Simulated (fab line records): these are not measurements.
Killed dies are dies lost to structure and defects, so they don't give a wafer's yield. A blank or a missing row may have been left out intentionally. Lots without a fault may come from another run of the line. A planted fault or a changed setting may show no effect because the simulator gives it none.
Chamber matching    flow n5-finfet    4 sister chambers for N5_FIN_CUT_STRIP_22 on rie-diel-05
The step strips in N2/H2. 14 wafers are shown with their chamber, then 7 later ones without.

== EACH WAFER AND ITS CHAMBER ==
wafer   chamber  drypump-motor-current-A (A)  showerhead-plenum-p-Torr (Torr)  throttle-valve-pct (%)
L077.1  2        6.1                          3.49                             18.3
L077.5  2        6.0                          3.49                             18.2
L077.6  1        5.2                          3.31                             19.1
L078.3  1        5.2                          3.30                             19.1
L078.4  2        6.1                          3.49                             18.2
L078.6  3        5.6                          3.32                             19.5
L080.1  3        5.6                          3.32                             19.5
L080.3  1        5.2                          3.30                             19.1
L080.5  2        6.0                          3.48                             18.3
L088.1  2        6.0                          3.47                             18.3
L088.2  1        5.2                          3.30                             18.7
L088.6  0        6.2                          3.36                             19.0
L090.1  2        6.0                          3.47                             18.3
L090.2  0        6.2                          3.36                             19.1

SIGNATURES (averages over the wafers above)
reading                   chamber 0  chamber 1  chamber 2  chamber 3  scatter within a chamber
drypump-motor-current-A   6.200      5.200      6.033      5.600      0.0365
showerhead-plenum-p-Torr  3.3600     3.3025     3.4817     3.3200     0.00747
throttle-valve-pct        19.050     19.000     18.267     19.500     0.118
Rule: a wafer's distance from a chamber is the root of the sum, over the readings, of the square of ((its reading less the chamber's mean) divided by the reading's scatter). If the next closest chamber is less than 2 further off than the closest, the wafer can't be placed; otherwise it belongs to the closest. The scatter: the root of (the sum of the squares of (reading less its chamber's mean) over the shown wafers, divided by (wafers less chambers)).

== WAFERS WITH NO CHAMBER GIVEN ==
wafer   drypump-motor-current-A (A)  showerhead-plenum-p-Torr (Torr)  throttle-valve-pct (%)
L090.3  5.2                          3.29                             18.7
L093.3  5.2                          3.29                             18.7
L093.4  6.2                          3.35                             19.0
L093.6  5.2                          3.29                             18.7
L096.1  6.1                          3.47                             18.3
L096.2  5.6                          3.30                             19.1
L096.5  5.2                          3.29                             18.8

== CHAMBER TAKEN BY EACH ==
wafer   from the rows above  in truth
L090.3  1                    1
L093.3  1                    1
L093.4  0                    0
L093.6  1                    1
L096.1  2                    2
L096.2  3                    3
L096.5  1                    1
7 of 7 placed correctly. Not placeable from these rows: 0. 0 placed wrongly.
